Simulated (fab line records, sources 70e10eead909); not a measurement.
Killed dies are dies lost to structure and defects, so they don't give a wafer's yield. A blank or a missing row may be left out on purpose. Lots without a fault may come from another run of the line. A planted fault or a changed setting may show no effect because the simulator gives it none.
fab line records | flow nand_harc
record lots=7 wafers=19 last_day=34
route steps=1302 shown A_SOURCE_PLATE@414 A_ONON_D1@424 END@1302
lots that met no fault: from a run of the same line without faults
start_h: hours from the record's first day to the start of the lot's first wafer shown | wait_h: hours since the lot's step before | " the same as in the row above | L1.1+2: a row that stands for several wafers | - no value, or no start given | * or withheld: withheld | < > ~ a bound
route shown NAME@n: a module of which the file shows steps, and the number in the route of the first | usual: mean/standard deviation of fault-free wafers | same: alike in all rows | chamber/n: place in a boat | sites: the reading at each site | _std_site: their standard deviation | _edge_site: outer sites' mean less inner sites' | radius_mm: how far each site lies from the wafer's centre | mask NAME#n: copy n | behind: the tool/chamber that last shaped the wafer | hold: why the lot was held/for how many hours/how that ended | device: the transistor (n, p or np) that didn't switch | end of line: the same wafers' tests at the end of the route | a step without rows: its recipe alone | killed: dies lost to structure and defects at the first sort, not the wafer's yield | map: a wafer's dies, x killed, . not, _ none there
set.NAME: the setting as run; set.NAME@STEP: as run at that earlier step | model.NAME: the simulator's own value behind a step, which no gauge read
lots at some steps of the route; a table a step, a row a wafer
services: from which hour (start_h, from the record's first day; less than 0 if before it) a tool's chamber was out of use, for how many hours, and why
## steps
# step NHARC_A_SOURCE_PLATE_SRD_01
# step NHARC_A_SOURCE_PLATE_OXIDE_02
# recipe target_thk_a=100 temp_c=900 ox_time_s=1362 material=SiO2
# step NHARC_A_SOURCE_PLATE_THK_MEAS_09
# recipe thk_meas_gauge=ellipsometry
# usual thk_nm=9.8/1.1
# columns lot.wafer tool chamber start_h wait_h thk_nm
L657.3 film_metro-02 - 152.80 0.4 10.2
L657.4 " - " " 10.5
L657.6 " - " " 9.9
L662.1 film_metro-01 - 191.90 0.4 9.4
L662.2 " - " " 10.3
L662.6 " - " " 8.7
L663.1 film_metro-02 - 214.81 0.4 8.8
L663.4 " - " " 10.3
L664.3 film_metro-02 - 224.39 0.4 9.4
L664.6 " - " " 10.0
L666.2 film_metro-02 - 241.68 0.4 9.8
L666.3 " - " " 9.4
L666.4 " - " " 6.5
L675.3 film_metro-02 - 326.83 0.4 11.0
L675.4 " - " " 8.8
L675.6 " - " " 9.9
L680.3 film_metro-01 - 385.19 0.4 9.3
L680.4 " - " " 10.4
L680.6 " - " " 9.1
# step NHARC_A_SOURCE_PLATE_PVD_04
# recipe target_thk_a=500 material=WSi2
# step NHARC_A_SOURCE_PLATE_CVD_03
# recipe target_thk_a=2000 temp_c=620 pressure_mtorr=200 time_s=4000 material=poly-Si
# step NHARC_A_SOURCE_PLATE_ANNEAL_05
# recipe temp_c=850 time_s=1800
# step NHARC_A_SOURCE_PLATE_THK_MEAS_06
# recipe thk_meas_gauge=ellipsometry
# usual thk_nm=200.1/1.8
# columns lot.wafer tool chamber start_h wait_h thk_nm
L657.3 film_metro-02 - 165.71 0.4 203.9
L657.4 " - " " 202.0
L657.6 " - " " 201.7
L662.1 film_metro-01 - 204.76 0.4 202.4
L662.2 " - " " 200.2
L662.6 " - " " 201.9
L663.1 film_metro-01 - 228.88 0.4 200.8
L663.4 " - " " 201.0
L664.3 film_metro-01 - 238.01 0.4 201.3
L664.6 " - " " 201.3
L666.2 film_metro-02 - 254.13 0.4 200.2
L666.3 " - " " 198.6
L666.4 " - " " 201.6
L675.3 film_metro-02 - 339.56 0.4 202.0
L675.4 " - " " 200.1
L675.6 " - " " 200.1
L680.3 film_metro-02 - 398.58 0.4 202.0
L680.4 " - " " 200.4
L680.6 " - " " 202.1
# step NHARC_A_SOURCE_PLATE_INSPECT_08
# usual raw_defect_count=59/26
# columns lot.wafer tool chamber start_h wait_h raw_defect_count
L657.3 defect_inspect-01 - 165.77 0.0 36
L657.4 " - " " 43
L657.6 " - " " 24
L662.1 defect_inspect-02 - 204.83 0.0 50
L662.2 " - " " 98
L662.6 " - " " 34
L663.1 defect_inspect-01 - 228.96 0.0 69
L663.4 " - " " 40
L664.3 defect_inspect-02 - 238.09 0.0 72
L664.6 " - " " 91
L666.2 defect_inspect-02 - 254.21 0.0 47
L666.3 " - " " 48
L666.4 " - " " 42
L675.3 defect_inspect-02 - 339.63 0.0 59
L675.4 " - " " 53
L675.6 " - " " 34
L680.3 defect_inspect-02 - 398.64 0.0 47
L680.4 " - " " 71
L680.6 " - " " 102
# step NHARC_A_ONON_D1_DEP_00
# recipe target_thk_a=10000 n2_flow_sccm=2750 n2o_flow_sccm=2000 nh3_flow_sccm=500 sih4_flow_sccm=210 temp_c=400
# step NHARC_A_ONON_D1_THK_MEAS_02
# recipe thk_meas_gauge=ellipsometry
# usual thk_nm=1000/10
# columns lot.wafer tool chamber start_h wait_h thk_nm
L657.3 film_metro-02 - 166.35 - 997
L657.4 " - " " 998
L657.6 " - " " 995
L662.1 film_metro-02 - 205.40 - 1012
L662.2 " - " " 1012
L662.6 " - " " 1011
L663.1 film_metro-02 - 229.53 - 995
L663.4 " - " " 996
L664.3 film_metro-01 - 238.67 - 1004
L664.6 " - " " 1004
L666.2 film_metro-01 - 254.78 - 1016
L666.3 " - " " 1015
L666.4 " - " " 1013
L675.3 film_metro-02 - 340.21 - 990
L675.4 " - " " 991
L675.6 " - " " 990
L680.3 film_metro-01 - 399.22 - 999
L680.4 " - " " 999
L680.6 " - " " 1000
# step NHARC_A_ONON_D1_DEP_03
# recipe target_thk_a=10000 n2_flow_sccm=2750 n2o_flow_sccm=2000 nh3_flow_sccm=500 sih4_flow_sccm=210 temp_c=400
# columns lot.wafer tool chamber start_h wait_h
L657.3+4+6 pecvd_onon-04 0 166.52 0.2
L662.1+2+6 pecvd_onon-02 0 205.46 0.1
L663.1+4 pecvd_onon-02 0 229.61 0.1
L664.3+6 pecvd_onon-02 0 238.84 0.2
L666.2+3+4 pecvd_onon-02 0 254.90 0.1
L675.3+4+6 pecvd_onon-03 0 340.38 0.2
L680.3+4+6 pecvd_onon-04 0 399.39 0.2
# step NHARC_A_ONON_D1_THK_MEAS_05
# recipe thk_meas_gauge=ellipsometry
# usual thk_nm=1000/8.2
# columns lot.wafer tool chamber start_h wait_h thk_nm
L657.3 film_metro-01 - 166.91 - 1004
L657.4 " - " " 1004
L657.6 " - " " 1004
L662.1 film_metro-02 - 205.97 - 995
L662.2 " - " " 996
L662.6 " - " " 996
L663.1 film_metro-02 - 230.12 - 1356
L663.4 " - " " 1000
L664.3 film_metro-02 - 239.23 - 1365
L664.6 " - " " 1008
L666.2 film_metro-02 - 255.36 - 1009
L666.3 " - " " 1367
L666.4 " - " " 1007
L675.3 film_metro-01 - 340.77 - 1003
L675.4 " - " " 1004
L675.6 " - " " 1006
L680.3 film_metro-01 - 399.78 - 991
L680.4 " - " " 993
L680.6 " - " " 993
# step NHARC_A_ONON_D1_DEP_06
# recipe target_thk_a=10000 n2_flow_sccm=2750 n2o_flow_sccm=2000 nh3_flow_sccm=500 sih4_flow_sccm=210 temp_c=400
# step NHARC_END_SORT_01
# recipe temp_c=25
# usual killed_at_array=55/17 killed_at_other=1.1/1.6 killed_at_periphery=3.8/2.5 killed_dies=60/18 killed_open=3.3/1.9 killed_short=2.5/1.7
# same gross_dies=677
# columns lot.wafer tool chamber start_h wait_h killed_at_array killed_at_other killed_at_periphery killed_dies killed_open killed_short
L663.1 prober-01 0 632.22 2.5 676 0 1 677 2 9
L666.3 prober-02 0 661.36 3.1 667 4 6 677 1 1
L664.3 prober-01 0 661.37 3.1 667 3 7 677 3 1
# killed by level:class
L663.1 A_ONON_D1:area_dep=605 A_CHANNEL_HOLE_D2:chamber_film_flake=33 A_SLIT:chamber_film_flake=18 A_CHANNEL_HOLE_D1:chamber_film_flake=5 A_WL_FILL:geometric_particle:short=3 A_DECK1_JOINT:geometric_particle:short=2 A_ONON_D2:geometric_particle:short=2 A_STAIRCASE:chamber_film_flake=2
L666.3 A_ONON_D1:area_dep=658 THIN_TSV:chamber_film_flake=4 P_ZERO_WELL:chamber_film_flake=3 P_M1:chamber_film_flake=3 A_CHANNEL_HOLE_D1:chamber_film_flake=2 A_CHANNEL_HOLE_D2:chamber_film_flake=2 A_CONTACT:chamber_film_flake=2 A_DECK1_JOINT:geometric_particle:open=1
L664.3 A_ONON_D1:area_dep=585 A_CHANNEL_HOLE_D1:chamber_film_flake=34 A_SLIT:chamber_film_flake=24 A_CHANNEL_HOLE_D2:chamber_film_flake=10 A_CONTACT:chamber_film_flake=7 A_STAIRCASE:chamber_film_flake=5 THIN_TSV:chamber_film_flake=3 P_ZERO_WELL:chamber_film_flake=2
# map L663.1 (x killed, . not)
____________x____________
_________xxxxxxx_________
_______xxxxxxxxxxx_______
______xxxxxxxxxxxxx______
_____xxxxxxxxxxxxxxx_____
____xxxxxxxxxxxxxxxxx____
____xxxxxxxxxxxxxxxxx____
___xxxxxxxxxxxxxxxxxxx___
___xxxxxxxxxxxxxxxxxxx___
__xxxxxxxxxxxxxxxxxxxxx__
__xxxxxxxxxxxxxxxxxxxxx__
_xxxxxxxxxxxxxxxxxxxxxxx_
_xxxxxxxxxxxxxxxxxxxxxxx_
_xxxxxxxxxxxxxxxxxxxxxxx_
_xxxxxxxxxxxxxxxxxxxxxxx_
_xxxxxxxxxxxxxxxxxxxxxxx_
xxxxxxxxxxxxxxxxxxxxxxxxx
xxxxxxxxxxxxxxxxxxxxxxxxx
xxxxxxxxxxxxxxxxxxxxxxxxx
xxxxxxxxxxxxxxxxxxxxxxxxx
xxxxxxxxxxxxxxxxxxxxxxxxx
_xxxxxxxxxxxxxxxxxxxxxxx_
_xxxxxxxxxxxxxxxxxxxxxxx_
_xxxxxxxxxxxxxxxxxxxxxxx_
_xxxxxxxxxxxxxxxxxxxxxxx_
_xxxxxxxxxxxxxxxxxxxxxxx_
__xxxxxxxxxxxxxxxxxxxxx__
__xxxxxxxxxxxxxxxxxxxxx__
___xxxxxxxxxxxxxxxxxxx___
___xxxxxxxxxxxxxxxxxxx___
____xxxxxxxxxxxxxxxxx____
____xxxxxxxxxxxxxxxxx____
_____xxxxxxxxxxxxxxx_____
______xxxxxxxxxxxxx______
_______xxxxxxxxxxx_______
_________xxxxxxx_________
____________x____________
# map L664.3 (x killed, . not)
____________x____________
_________xxxxxxx_________
_______xxxxxxxxxxx_______
______xxxxxxxxxxxxx______
_____xxxxxxxxxxxxxxx_____
____xxxxxxxxxxxxxxxxx____
____xxxxxxxxxxxxxxxxx____
___xxxxxxxxxxxxxxxxxxx___
___xxxxxxxxxxxxxxxxxxx___
__xxxxxxxxxxxxxxxxxxxxx__
__xxxxxxxxxxxxxxxxxxxxx__
_xxxxxxxxxxxxxxxxxxxxxxx_
_xxxxxxxxxxxxxxxxxxxxxxx_
_xxxxxxxxxxxxxxxxxxxxxxx_
_xxxxxxxxxxxxxxxxxxxxxxx_
_xxxxxxxxxxxxxxxxxxxxxxx_
xxxxxxxxxxxxxxxxxxxxxxxxx
xxxxxxxxxxxxxxxxxxxxxxxxx
xxxxxxxxxxxxxxxxxxxxxxxxx
xxxxxxxxxxxxxxxxxxxxxxxxx
xxxxxxxxxxxxxxxxxxxxxxxxx
_xxxxxxxxxxxxxxxxxxxxxxx_
_xxxxxxxxxxxxxxxxxxxxxxx_
_xxxxxxxxxxxxxxxxxxxxxxx_
_xxxxxxxxxxxxxxxxxxxxxxx_
_xxxxxxxxxxxxxxxxxxxxxxx_
__xxxxxxxxxxxxxxxxxxxxx__
__xxxxxxxxxxxxxxxxxxxxx__
___xxxxxxxxxxxxxxxxxxx___
___xxxxxxxxxxxxxxxxxxx___
____xxxxxxxxxxxxxxxxx____
____xxxxxxxxxxxxxxxxx____
_____xxxxxxxxxxxxxxx_____
______xxxxxxxxxxxxx______
_______xxxxxxxxxxx_______
_________xxxxxxx_________
____________x____________
## services
# columns tool chamber start_h hours kind
pecvd_onon-02 - 185.00 13.0 pm
pecvd_onon-03 - 227.00 13.0 pm
pecvd_onon-04 - 311.26 13.0 pm
pecvd_onon-02 - 366.00 13.0 pm
## key
first_sign step=NHARC_A_ONON_D1_THK_MEAS_05 reading=thk_nm direction=up sigmas=44 usual=1000 struck=1363
effect step=NHARC_END_SORT_01 reading=killed_at_array direction=up sigmas=35 usual=55 struck=670
more_kills_born_at NHARC_A_ONON_D1_DEP_03@pecvd_onon-02=1848
met_at NHARC_A_ONON_D1_DEP_03
struck_wafers L663.1,L664.3,L666.3
later_rows_left_out L663.1,L664.3,L666.3
tester_left_out L663,L664,L666
onset_between 205.46 229.61
fault kind=process_parameter_drift tool=pecvd_onon-02 chamber=- onset_h=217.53 steps=NHARC_A_ONON_D1_DEP_03 channel=target_thk_a offset=* shape=step end_h=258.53 scope=struck_wafers_only acts_in=* stated=*
# tester_left_out: of these lots the tester's yield and bins aren't shown, on N5 and GAA mostly nor the transistor test; their killed dies are dies lost to structure and defects alone, not to doping, threshold or leakage, so they don't give the yield
# later_rows_left_out: the simulator's readings of these wafers behind a module that went badly wrong aren't trusted and aren't shown, but for the sort
